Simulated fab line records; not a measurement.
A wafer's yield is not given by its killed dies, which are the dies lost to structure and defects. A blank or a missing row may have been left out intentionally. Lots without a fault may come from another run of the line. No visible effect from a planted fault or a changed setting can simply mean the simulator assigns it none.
fab line records	flow n5Finfet
record: lots: 24	wafers: 72	lastDay: 17
route steps=1938 shown BEOL_M9@1449 BEOL_M10@1485
lots untouched by any fault: they come from a run of this same line in which no faults occurred
startH: hours from the record's first day to the start of the lot's first wafer shown	waitH: time in hours since the lot's previous step	" same as the row above	L1.1+2: one row covering several wafers at once	- either no value or no given start	* or withheld: withheld	< > ~ a bound
route shown NAME@n: a module of which the file shows steps, and the number in the route of the first	usual: mean/standard deviation of fault-free wafers	same: alike in all rows	chamber/n: place in a boat	sites: readings site by site	_std_site: standard deviation across them	_edge_site: the outer-site mean with the inner-site mean subtracted	radiusMm: how far each site lies from the wafer's centre	mask NAME#n: copy n	behind: the most recent tool/chamber to have shaped the wafer	hold: cause of the lot's hold/its duration in hours/its outcome	device: the n, p or np transistor that did not switch	end of line: tests run on the same wafers once the route is complete	a step with no rows: only its recipe	killed: the dies lost at the first sort to structure and to defects; this is not the yield of the wafer	map: dies across one wafer; x = killed, . = not, _ = none there
set.NAME: the setting as run; set.NAME@STEP: as run at that earlier step	model.NAME: the simulator's own value behind a step, which no gauge read
a sample of lots followed through the steps of the route, with each step as a table and each wafer as a row
services: from which hour (startH, from the record's first day; less than 0 if before it) a tool's chamber was out of use, for how many hours, and why
== steps ==
step: N5_BEOL_M9_OCD_MEAS_38
usual: trenchDepthNm: 151/3.4
lot.wafer	tool	chamber	startH	waitH	trenchDepthNm
L074.3	ocd-02	-	200.30	-	152
L074.4	"	-	"	"	149
L074.5	"	-	"	"	153
L075.1	ocd-01	-	211.49	-	153
L075.2	"	-	"	"	145
L075.3	"	-	"	"	151
L076.2	ocd-02	-	217.98	-	159
L076.3	"	-	"	"	158
L076.6	"	-	"	"	159
L077.1	ocd-01	-	218.58	-	156
L077.3	"	-	"	"	153
L077.6	"	-	"	"	149
L078.1	ocd-02	-	224.60	-	157
L078.5	"	-	"	"	149
L078.6	"	-	"	"	158
L079.3	ocd-02	-	227.68	-	147
L079.4	"	-	"	"	151
L079.5	"	-	"	"	148
L080.2	ocd-02	-	236.64	-	153
L080.4	"	-	"	"	148
L080.6	"	-	"	"	146
L081.2	ocd-02	-	253.61	-	152
L081.3	"	-	"	"	147
L081.4	"	-	"	"	150
L082.2	ocd-01	-	261.94	-	145
L082.3	"	-	"	"	150
L082.6	"	-	"	"	145
L084.1	ocd-02	-	269.06	-	154
L084.3	"	-	"	"	154
L084.6	"	-	"	"	149
L085.2	ocd-02	-	269.53	-	148
L085.3	"	-	"	"	154
L085.6	"	-	"	"	154
L083.1	ocd-02	-	273.59	-	148
L083.4	"	-	"	"	150
L083.5	"	-	"	"	150
L086.1	ocd-01	-	288.93	-	154
L086.3	"	-	"	"	155
L086.4	"	-	"	"	147
L087.1	ocd-02	-	289.26	-	151
L087.2	"	-	"	"	152
L087.3	"	-	"	"	149
L088.1	ocd-02	-	290.50	-	150
L088.4	"	-	"	"	144
L088.5	"	-	"	"	145
L089.2	ocd-01	-	302.17	-	152
L089.5	"	-	"	"	147
L089.6	"	-	"	"	151
L090.2	ocd-01	-	309.44	-	149
L090.3	"	-	"	"	144
L090.5	"	-	"	"	149
L091.1	ocd-01	-	314.23	-	154
L091.3	"	-	"	"	147
L091.5	"	-	"	"	149
L092.2	ocd-02	-	317.51	-	144
L092.4	"	-	"	"	149
L092.5	"	-	"	"	149
L094.2	ocd-02	-	326.37	-	153
L094.4	"	-	"	"	147
L094.6	"	-	"	"	147
L093.3	ocd-01	-	327.96	-	153
L093.5	"	-	"	"	154
L093.6	"	-	"	"	153
L095.1	ocd-01	-	333.29	-	149
L095.2	"	-	"	"	154
L095.4	"	-	"	"	153
L097.2	ocd-01	-	342.96	-	147
L097.5	"	-	"	"	147
L097.6	"	-	"	"	148
L096.1	ocd-01	-	344.77	-	154
L096.5	"	-	"	"	154
L096.6	"	-	"	"	154
step: N5_BEOL_M9_CD_MEAS_35
recipe: targetCdNm: 70	targetCdYNm: 40	polarity: opening
usual: cdNm: 70.1/0.8
lot.wafer	tool	chamber	startH	waitH	cdNm
L074.3	cdSem-01	-	200.46	0.0	69.6
L074.4	"	-	"	"	70.6
L074.5	"	-	"	"	70.0
L075.1	cdSem-01	-	211.65	0.0	68.7
L075.2	"	-	"	"	68.4
L075.3	"	-	"	"	68.5
L076.2	cdSem-03	-	218.13	0.0	70.5
L076.3	"	-	"	"	69.2
L076.6	"	-	"	"	70.3
L077.1	cdSem-03	-	218.75	0.0	68.8
L077.3	"	-	"	"	71.3
L077.6	"	-	"	"	69.1
L078.1	cdSem-03	-	224.75	0.0	71.6
L078.5	"	-	"	"	69.6
L078.6	"	-	"	"	70.2
L079.3	cdSem-03	-	227.84	0.0	68.6
L079.4	"	-	"	"	70.0
L079.5	"	-	"	"	70.6
L080.2	cdSem-03	-	236.79	0.0	70.3
L080.4	"	-	"	"	69.8
L080.6	"	-	"	"	69.1
L081.2	cdSem-03	-	253.76	0.0	70.1
L081.3	"	-	"	"	68.7
L081.4	"	-	"	"	70.6
L082.2	cdSem-02	-	262.09	0.0	71.1
L082.3	"	-	"	"	70.6
L082.6	"	-	"	"	70.2
L084.1	cdSem-01	-	269.21	0.0	69.5
L084.3	"	-	"	"	71.1
L084.6	"	-	"	"	71.2
L085.2	cdSem-01	-	269.68	0.0	70.2
L085.3	"	-	"	"	68.7
L085.6	"	-	"	"	70.0
L083.1	cdSem-03	-	273.74	0.0	70.4
L083.4	"	-	"	"	71.4
L083.5	"	-	"	"	71.6
L086.1	cdSem-03	-	289.08	0.0	71.2
L086.3	"	-	"	"	70.0
L086.4	"	-	"	"	70.9
L087.1	cdSem-02	-	289.43	0.0	69.6
L087.2	"	-	"	"	69.9
L087.3	"	-	"	"	67.9
L088.1	cdSem-01	-	290.65	0.0	70.2
L088.4	"	-	"	"	70.5
L088.5	"	-	"	"	69.1
L089.2	cdSem-03	-	302.32	0.0	70.0
L089.5	"	-	"	"	70.3
L089.6	"	-	"	"	69.3
L090.2	cdSem-03	-	309.60	0.0	71.0
L090.3	"	-	"	"	71.1
L090.5	"	-	"	"	70.6
L091.1	cdSem-02	-	314.40	0.0	69.3
L091.3	"	-	"	"	71.3
L091.5	"	-	"	"	69.8
L092.2	cdSem-03	-	317.66	0.0	71.0
L092.4	"	-	"	"	69.9
L092.5	"	-	"	"	71.2
L094.2	cdSem-02	-	326.52	0.0	70.4
L094.4	"	-	"	"	70.5
L094.6	"	-	"	"	69.5
L093.3	cdSem-01	-	328.11	0.0	70.4
L093.5	"	-	"	"	69.5
L093.6	"	-	"	"	69.9
L095.1	cdSem-02	-	333.45	0.0	70.0
L095.2	"	-	"	"	70.8
L095.4	"	-	"	"	69.5
L097.2	cdSem-01	-	343.13	0.0	69.5
L097.5	"	-	"	"	70.4
L097.6	"	-	"	"	70.4
L096.1	cdSem-01	-	344.93	0.0	70.1
L096.5	"	-	"	"	69.6
L096.6	"	-	"	"	70.2
step: N5_BEOL_M9_INSPECT_58
recipe: inspectInstrument: darkfield	mode: postDep
usual: rawDefectCount: 77/23
lot.wafer	tool	chamber	startH	waitH	rawDefectCount
L074.3	defectInspect-02	-	202.84	0.0	80
L074.4	"	-	"	"	99
L074.5	"	-	"	"	118
L075.1	defectInspect-02	-	215.01	0.0	79
L075.2	"	-	"	"	116
L075.3	"	-	"	"	50
L076.2	defectInspect-02	-	222.27	0.0	57
L076.3	"	-	"	"	84
L076.6	"	-	"	"	51
L077.1	defectInspect-02	-	222.45	0.0	59
L077.3	"	-	"	"	123
L077.6	"	-	"	"	57
L078.1	defectInspect-02	-	229.42	0.0	108
L078.5	"	-	"	"	81
L078.6	"	-	"	"	78
L079.3	defectInspect-01	-	230.40	0.0	95
L079.4	"	-	"	"	57
L079.5	"	-	"	"	64
L080.2	defectInspect-02	-	239.02	0.0	108
L080.4	"	-	"	"	130
L080.6	"	-	"	"	116
L081.2	defectInspect-02	-	256.12	0.0	86
L081.3	"	-	"	"	44
L081.4	"	-	"	"	99
L082.2	defectInspect-01	-	264.20	0.0	105
L082.3	"	-	"	"	103
L082.6	"	-	"	"	49
L084.1	defectInspect-01	-	271.71	0.0	91
L084.3	"	-	"	"	59
L084.6	"	-	"	"	92
L085.2	defectInspect-02	-	272.51	0.0	68
L085.3	"	-	"	"	96
L085.6	"	-	"	"	43
L083.1	defectInspect-02	-	276.00	0.0	69
L083.4	"	-	"	"	83
L083.5	"	-	"	"	67
L086.1	defectInspect-02	-	292.29	0.0	93
L086.3	"	-	"	"	82
L086.4	"	-	"	"	53
L087.1	defectInspect-02	-	292.81	0.0	106
L087.2	"	-	"	"	119
L087.3	"	-	"	"	55
L088.1	defectInspect-02	-	294.34	0.0	89
L088.4	"	-	"	"	71
L088.5	"	-	"	"	57
L089.2	defectInspect-01	-	304.74	0.0	65
L089.5	"	-	"	"	70
L089.6	"	-	"	"	44
L090.2	defectInspect-02	-	313.54	0.0	72
L090.3	"	-	"	"	93
L090.5	"	-	"	"	74
L091.1	defectInspect-02	-	317.17	0.0	61
L091.3	"	-	"	"	59
L091.5	"	-	"	"	71
L092.2	defectInspect-02	-	320.00	0.0	67
L092.4	"	-	"	"	100
L092.5	"	-	"	"	91
L094.2	defectInspect-02	-	328.79	0.0	57
L094.4	"	-	"	"	59
L094.6	"	-	"	"	92
L093.3	defectInspect-01	-	331.33	0.0	86
L093.5	"	-	"	"	98
L093.6	"	-	"	"	97
L095.1	defectInspect-02	-	336.51	0.0	33
L095.2	"	-	"	"	57
L095.4	"	-	"	"	47
L097.2	defectInspect-02	-	346.74	0.0	72
L097.5	"	-	"	"	95
L097.6	"	-	"	"	83
L096.1	defectInspect-02	-	347.70	0.0	110
L096.5	"	-	"	"	62
L096.6	"	-	"	"	74
step: N5_BEOL_M10_INSPECT_13
recipe: mode: adi	inspectInstrument: brightfield
usual: rawDefectCount: 448/110
lot.wafer	tool	chamber	startH	waitH	rawDefectCount
L074.3	defectInspect-01	-	204.48	0.0	561
L074.4	"	-	"	"	626
L074.5	"	-	"	"	635
L075.1	defectInspect-01	-	216.94	0.0	394
L075.2	"	-	"	"	510
L075.3	"	-	"	"	347
L076.2	defectInspect-02	-	224.85	0.0	634
L076.3	"	-	"	"	549
L076.6	"	-	"	"	607
L077.1	defectInspect-02	-	224.93	0.0	397
L077.3	"	-	"	"	755
L077.6	"	-	"	"	428
L078.1	defectInspect-02	-	231.40	0.0	426
L078.5	"	-	"	"	462
L078.6	"	-	"	"	370
L079.3	defectInspect-02	-	232.21	0.0	392
L079.4	"	-	"	"	313
L079.5	"	-	"	"	365
L080.2	defectInspect-02	-	242.17	0.0	344
L080.4	"	-	"	"	671
L080.6	"	-	"	"	542
L081.2	defectInspect-02	-	258.27	0.0	303
L081.3	"	-	"	"	265
L081.4	"	-	"	"	340
L082.2	defectInspect-02	-	265.92	0.0	670
L082.3	"	-	"	"	572
L082.6	"	-	"	"	468
L084.1	defectInspect-01	-	273.65	0.0	453
L084.3	"	-	"	"	544
L084.6	"	-	"	"	511
L085.2	defectInspect-02	-	273.71	0.0	568
L085.3	"	-	"	"	428
L085.6	"	-	"	"	404
L083.1	defectInspect-01	-	277.27	0.0	531
L083.4	"	-	"	"	444
L083.5	"	-	"	"	422
L086.1	defectInspect-02	-	294.93	0.0	392
L086.3	"	-	"	"	310
L086.4	"	-	"	"	313
L087.1	defectInspect-02	-	295.09	0.0	465
L087.2	"	-	"	"	551
L087.3	"	-	"	"	500
L088.1	defectInspect-01	-	298.86	0.0	615
L088.4	"	-	"	"	400
L088.5	"	-	"	"	333
L089.2	defectInspect-02	-	307.17	0.0	326
L089.5	"	-	"	"	367
L089.6	"	-	"	"	408
L090.2	defectInspect-01	-	316.08	0.0	327
L090.3	"	-	"	"	392
L090.5	"	-	"	"	344
L091.1	defectInspect-02	-	319.10	0.0	487
L091.3	"	-	"	"	485
L091.5	"	-	"	"	437
L092.2	defectInspect-01	-	323.03	0.0	540
L092.4	"	-	"	"	572
L092.5	"	-	"	"	645
L094.2	defectInspect-02	-	330.41	0.0	499
L094.4	"	-	"	"	421
L094.6	"	-	"	"	474
L093.3	defectInspect-02	-	333.70	0.0	386
L093.5	"	-	"	"	412
L093.6	"	-	"	"	492
L095.1	defectInspect-01	-	340.00	0.0	339
L095.2	"	-	"	"	391
L095.4	"	-	"	"	477
L097.2	defectInspect-02	-	349.27	0.0	446
L097.5	"	-	"	"	363
L097.6	"	-	"	"	553
L096.1	defectInspect-01	-	349.47	0.0	435
L096.5	"	-	"	"	460
L096.6	"	-	"	"	343
step: N5_BEOL_M10_ETCH_62
recipe: chemistry: N2/H2	target: SOC	targetDepthA: 1100	overetchA: 220	maskMaterial: SiARC	tempC: 40	timeS: 165	ionEnergyEv: 200	pressureMtorr: 30	sourceW: 840	biasW: 150	n2FlowSccm: 200	h2FlowSccm: 200
usual: drypumpMotorCurrentA: 5.59/0.29	oesProductAu: 0.69/0.066	rfVppV: 523.0/2.3	showerheadPlenumPTorr: 2.51/0.082	throttleValvePct: 17.81/0.3
same: timeS: 165
lot.wafer	tool	chamber	startH	waitH	drypumpMotorCurrentA	oesProductAu	rfHoursCounterH	rfVppV	showerheadPlenumPTorr	throttleValvePct
L074.3	rieDiel-03	3	204.59	0.0	5.90	0.62	175	523.8	2.52	17.78
L074.4	"	2	"	"	5.71	0.75	56	524.9	2.56	17.46
L074.5	"	0	"	"	5.13	0.58	-	525.2	2.62	17.76
L075.1	rieDiel-06	0	217.48	0.0	6.05	0.73	47	521.7	2.47	17.51
L075.2	"	3	"	"	5.94	0.60	227	519.7	2.40	17.96
L075.3	"	2	"	"	5.58	0.71	86	524.0	2.59	18.03
L076.2	rieDiel-06	2	225.01	0.0	5.56	0.70	88	524.0	2.59	18.04
L076.3	"	1	"	"	5.41	0.74	48	526.6	2.59	17.70
L076.6	"	3	"	"	5.91	0.59	-	519.0	2.40	17.95
L077.1	rieDiel-06	1	225.26	0.0	5.42	0.73	48	525.7	2.59	17.69
L077.3	"	3	"	"	5.93	0.58	230	520.7	2.40	17.98
L077.6	"	2	"	"	5.54	0.70	-	524.5	2.59	18.05
L078.1	rieDiel-06	0	231.94	0.0	6.07	0.73	52	522.7	2.46	17.51
L078.5	"	2	"	"	5.54	0.70	-	524.6	2.58	18.04
L078.6	"	3	"	"	5.92	0.59	-	521.3	2.40	17.97
L079.3	rieDiel-03	1	233.10	0.1	5.22	0.66	-	520.6	2.41	17.53
L079.4	"	3	"	"	5.93	0.61	-	523.8	2.52	17.81
L079.5	"	1	"	"	5.22	0.66	-	521.3	2.41	17.54
L080.2	rieDiel-03	2	242.29	0.0	5.73	0.73	69	524.8	2.55	17.48
L080.4	"	2	"	"	5.72	0.73	-	524.5	2.56	17.50
L080.6	"	0	"	"	5.11	0.81	-	527.2	2.62	17.33
L081.2	rieDiel-03	3	258.77	0.0	5.93	0.61	196	523.2	2.52	17.80
L081.3	"	1	"	"	5.23	0.66	147	520.7	2.41	17.56
L081.4	"	0	"	"	5.09	0.78	8	526.2	2.61	17.34
L082.2	rieDiel-06	0	266.28	0.0	5.99	0.71	65	522.9	2.46	17.54
L082.3	"	2	"	"	5.54	0.69	100	523.7	2.58	18.05
L082.6	"	1	"	"	5.41	0.72	-	525.3	2.59	17.72
L084.1	rieDiel-02	2	274.24	0.0	5.72	0.59	249	523.9	2.49	18.18
L084.3	"	3	"	"	5.77	0.73	45	523.3	2.51	18.01
L084.6	"	0	"	"	5.71	0.60	-	520.7	2.44	18.43
L085.2	rieDiel-03	1	274.27	0.0	5.22	0.65	152	520.6	2.41	17.54
L085.3	"	3	"	"	5.93	0.61	203	524.3	2.51	17.82
L085.6	"	2	"	"	5.70	0.72	-	524.6	2.55	17.50
L083.1	rieDiel-06	2	277.39	0.0	5.54	0.70	103	526.0	2.58	18.04
L083.4	"	1	"	"	5.42	0.71	67	523.6	2.58	17.72
L083.5	"	0	"	"	6.01	0.70	-	521.7	2.46	17.55
L086.1	rieDiel-03	0	295.05	0.0	5.10	0.75	23	525.4	2.61	17.38
L086.3	"	3	"	"	5.94	0.60	210	523.9	2.51	17.82
L086.4	"	2	"	"	5.73	0.71	87	524.8	2.55	17.54
L087.1	rieDiel-02	0	295.33	0.1	5.72	0.60	255	517.7	2.43	18.45
L087.2	"	3	"	"	5.76	0.72	55	522.0	2.50	18.02
L087.3	"	3	"	"	5.78	0.72	-	521.9	2.50	18.02
L088.1	rieDiel-02	2	298.98	0.0	5.73	0.82	1	522.2	2.49	17.69
L088.4	"	0	"	"	5.70	0.59	-	520.0	2.43	18.42
L088.5	"	2	"	"	5.70	0.82	-	523.6	2.49	17.70
L089.2	rieDiel-03	0	307.51	0.0	5.09	0.75	26	525.4	2.60	17.36
L089.5	"	2	"	"	5.68	0.71	-	523.6	2.55	17.52
L089.6	"	1	"	"	5.23	0.64	-	520.9	2.40	17.57
L090.2	rieDiel-02	3	316.20	0.0	5.75	0.71	64	522.7	2.50	18.03
L090.3	"	2	"	"	5.70	0.78	9	521.8	2.49	17.71
L090.5	"	1	"	"	5.21	0.61	-	520.8	2.43	18.37
L091.1	rieDiel-02	3	319.22	0.0	5.73	0.71	66	524.0	2.50	18.05
L091.3	"	1	"	"	5.24	0.61	181	519.5	2.43	18.36
L091.5	"	2	"	"	5.72	0.77	-	522.7	2.49	17.72
L092.2	rieDiel-02	2	323.15	0.0	5.69	0.77	12	522.7	2.49	17.74
L092.4	"	1	"	"	5.23	0.60	182	520.5	2.43	18.37
L092.5	"	2	"	"	5.66	0.77	-	522.9	2.49	17.72
L094.2	rieDiel-03	2	331.06	0.0	5.73	0.70	97	522.8	2.54	17.55
L094.4	"	0	"	"	5.10	0.74	33	525.8	2.60	17.38
L094.6	"	3	"	"	5.94	0.60	-	522.9	2.51	17.86
L093.3	rieDiel-03	1	334.35	0.0	5.22	0.63	172	520.8	2.40	17.60
L093.5	"	1	"	"	5.22	0.64	-	521.5	2.40	17.59
L093.6	"	2	"	"	5.71	0.70	-	525.0	2.54	17.53
L095.1	rieDiel-02	2	340.12	0.0	5.68	0.75	19	522.9	2.49	17.73
L095.2	"	1	"	"	5.21	0.60	189	519.7	2.43	18.38
L095.4	"	3	"	"	5.75	0.70	74	521.7	2.49	18.06
L097.2	rieDiel-06	1	349.65	0.0	5.41	0.69	98	523.8	2.57	17.76
L097.5	"	1	"	"	5.41	0.69	-	524.5	2.57	17.76
L097.6	"	2	"	"	5.53	0.68	-	525.1	2.57	18.10
L096.1	rieDiel-06	0	349.90	0.0	6.02	0.68	98	520.9	2.45	17.60
L096.5	"	3	"	"	5.94	0.77	-	529.6	2.70	17.53
L096.6	"	2	"	"	5.54	0.67	-	524.9	2.57	18.09
step: N5_BEOL_M10_TRENCH_ETCH_37
recipe: chemistry: C4F6/O2	targetDepthA: 1488.3	target: SiCOH_lowk	timeS: 48	ionEnergyEv: 250	pressureMtorr: 30	sourceW: 345	biasW: 185	Ar_flow_sccm: 300	C4F6_flow_sccm: 10	O2_flow_sccm: 10
usual: drypumpMotorCurrentA: 5.61/0.29	oesProductAu: 0.80/0.078	rfVppV: 665/19	showerheadPlenumPTorr: 2.80/0.085	throttleValvePct: 20.85/0.26
same: timeS: 48
lot.wafer	tool	chamber	startH	waitH	drypumpMotorCurrentA	oesProductAu	rfHoursCounterH	rfVppV	showerheadPlenumPTorr	throttleValvePct
L074.3	rieDiel-03	2	-	-	5.72	0.87	57	692	2.89	20.76
L074.4	"	3	"	"	5.96	0.71	176	651	2.81	20.77
L074.5	"	2	"	"	5.72	0.87	-	692	2.89	20.76
L075.1	rieDiel-03	3	-	-	5.84	0.71	183	652	2.81	20.77
L075.2	"	2	"	"	5.73	0.87	64	692	2.89	20.77
L075.3	"	1	"	"	5.24	0.77	131	679	2.72	20.71
L076.2	rieDiel-02	0	-	-	5.69	0.70	230	625	2.68	21.06
L076.3	"	3	"	"	5.72	0.91	28	679	2.79	20.86
L076.6	"	3	"	"	5.72	0.91	-	680	2.79	20.86
L077.1	rieDiel-03	3	-	-	5.92	0.70	186	650	2.81	20.80
L077.3	"	2	"	"	5.72	0.85	67	692	2.89	20.77
L077.6	"	2	"	"	5.72	0.85	-	692	2.89	20.79
L078.1	rieDiel-02	2	-	-	5.67	0.69	236	651	2.77	21.02
L078.5	"	2	"	"	5.69	0.69	-	651	2.77	21.02
L078.6	"	3	"	"	5.73	0.89	-	679	2.79	20.86
L079.3	rieDiel-06	0	-	-	5.98	0.83	54	665	2.74	20.53
L079.4	"	3	"	"	5.94	0.67	-	639	2.69	21.08
L079.5	"	0	"	"	5.99	0.82	-	665	2.74	20.52
L080.2	rieDiel-06	0	-	-	6.05	0.82	57	665	2.74	20.54
L080.4	"	2	"	"	5.55	0.84	92	649	2.88	20.93
L080.6	"	0	"	"	6.05	0.82	-	663	2.74	20.54
L081.2	rieDiel-06	0	-	-	6.07	0.83	63	666	2.74	20.56
L081.3	"	2	"	"	5.55	0.83	98	649	2.88	20.94
L081.4	"	3	"	"	5.91	0.68	242	635	2.69	21.11
L082.2	rieDiel-03	2	-	-	5.74	0.83	80	691	2.88	20.79
L082.3	"	3	"	"	5.90	0.71	202	652	2.80	20.81
L082.6	"	2	"	"	5.74	0.84	-	691	2.88	20.80
L084.1	rieDiel-06	3	-	-	5.93	0.68	246	637	2.68	21.11
L084.3	"	2	"	"	5.54	0.82	102	649	2.87	20.94
L084.6	"	3	"	"	5.93	0.69	-	637	2.68	21.12
L085.2	rieDiel-03	3	-	-	5.94	0.70	204	652	2.80	20.81
L085.3	"	0	"	"	5.12	0.91	15	675	2.92	20.52
L085.6	"	2	"	"	5.73	0.83	-	692	2.88	20.79
L083.1	rieDiel-03	3	-	-	5.91	0.70	205	652	2.80	20.82
L083.4	"	1	"	"	5.23	0.76	154	681	2.71	20.73
L083.5	"	1	"	"	5.22	0.77	-	682	2.71	20.75
L086.1	rieDiel-03	2	-	-	5.70	0.82	87	691	2.88	20.81
L086.3	"	1	"	"	5.20	0.75	160	679	2.71	20.75
L086.4	"	0	"	"	5.12	0.89	23	676	2.92	20.53
L087.1	rieDiel-02	0	-	-	5.69	0.67	256	625	2.67	21.10
L087.2	"	2	"	"	5.69	0.96	0	650	2.77	20.61
L087.3	"	3	"	"	5.76	0.85	56	681	2.77	20.90
L088.1	rieDiel-06	2	-	-	5.55	0.82	112	649	2.87	20.96
L088.4	"	1	"	"	5.41	0.84	-	661	2.88	20.89
L088.5	"	2	"	"	5.54	0.81	-	649	2.87	20.97
L089.2	rieDiel-06	2	-	-	5.54	0.80	116	648	2.87	20.96
L089.5	"	1	"	"	5.42	0.83	-	662	2.88	20.89
L089.6	"	2	"	"	5.53	0.81	-	648	2.87	20.96
L090.2	rieDiel-02	2	-	-	5.71	0.93	9	651	2.76	20.63
L090.3	"	3	"	"	5.75	0.85	65	679	2.77	20.92
L090.5	"	2	"	"	5.66	0.93	-	650	2.76	20.64
L091.1	rieDiel-06	2	-	-	5.55	0.80	122	648	2.87	20.97
L091.3	"	0	"	"	6.04	0.79	88	666	2.72	20.59
L091.5	"	1	"	"	5.42	0.82	-	662	2.88	20.90
L092.2	rieDiel-06	3	-	-	5.93	0.93	5	649	3.02	20.71
L092.4	"	0	"	"	6.00	0.79	89	665	2.72	20.57
L092.5	"	2	"	"	5.55	0.80	-	649	2.86	20.97
L094.2	rieDiel-02	0	-	-	5.71	0.97	4	634	3.01	20.61
L094.4	"	3	"	"	5.76	0.84	71	679	2.77	20.92
L094.6	"	2	"	"	5.67	0.89	-	651	2.76	20.64
L093.3	rieDiel-03	3	-	-	5.95	0.69	222	650	2.79	20.85
L093.5	"	1	"	"	5.21	0.74	-	679	2.70	20.76
L093.6	"	2	"	"	5.73	0.82	-	690	2.87	20.82
L095.1	rieDiel-02	3	-	-	5.74	0.83	75	678	2.77	20.91
L095.2	"	0	"	"	5.70	0.95	7	636	3.01	20.63
L095.4	"	2	"	"	5.69	0.89	20	650	2.76	20.65
L097.2	rieDiel-02	3	-	-	5.72	0.83	78	679	2.77	20.92
L097.5	"	0	"	"	5.70	0.93	-	636	3.01	20.61
L097.6	"	3	"	"	5.76	0.83	-	679	2.77	20.94
L096.1	rieDiel-03	2	-	-	5.70	0.81	103	690	2.87	20.84
L096.5	"	0	"	"	5.08	0.87	-	675	2.91	20.57
L096.6	"	1	"	"	5.22	0.74	-	681	2.70	20.77
== services ==
tool	chamber	startH	hours	kind
rieDiel-02	-	198.01	0.6	repair
rieDiel-02	1	204.08	6.8	repair
rieDiel-03	0	211.06	-	clean
rieDiel-03	0	211.06	-	consumableReplace:focusRing
rieDiel-03	0	211.06	26.7	scheduledDown
rieDiel-03	0	211.06	26.7	ventCycle
rieDiel-02	-	223.96	2.3	repair
rieDiel-03	2	228.06	8.4	repair
rieDiel-06	2	235.93	8.0	repair
rieDiel-02	0	246.25	4.4	repair
rieDiel-06	3	253.06	2.6	repair
rieDiel-02	2	277.61	-	clean
rieDiel-02	2	277.61	-	consumableReplace:focusRing
rieDiel-02	2	277.61	20.2	scheduledDown
rieDiel-02	2	277.61	20.2	ventCycle
rieDiel-06	3	286.58	-	clean
rieDiel-06	3	286.58	-	consumableReplace:focusRing
rieDiel-06	3	286.58	-	consumableReplace:showerhead
rieDiel-06	3	286.58	22.1	scheduledDown
rieDiel-06	3	286.58	22.1	ventCycle
rieDiel-02	0	300.60	-	clean
rieDiel-03	-	308.90	0.2	repair
rieDiel-06	3	322.17	1.7	repair
rieDiel-03	2	339.80	2.8	repair
== key ==
fault none
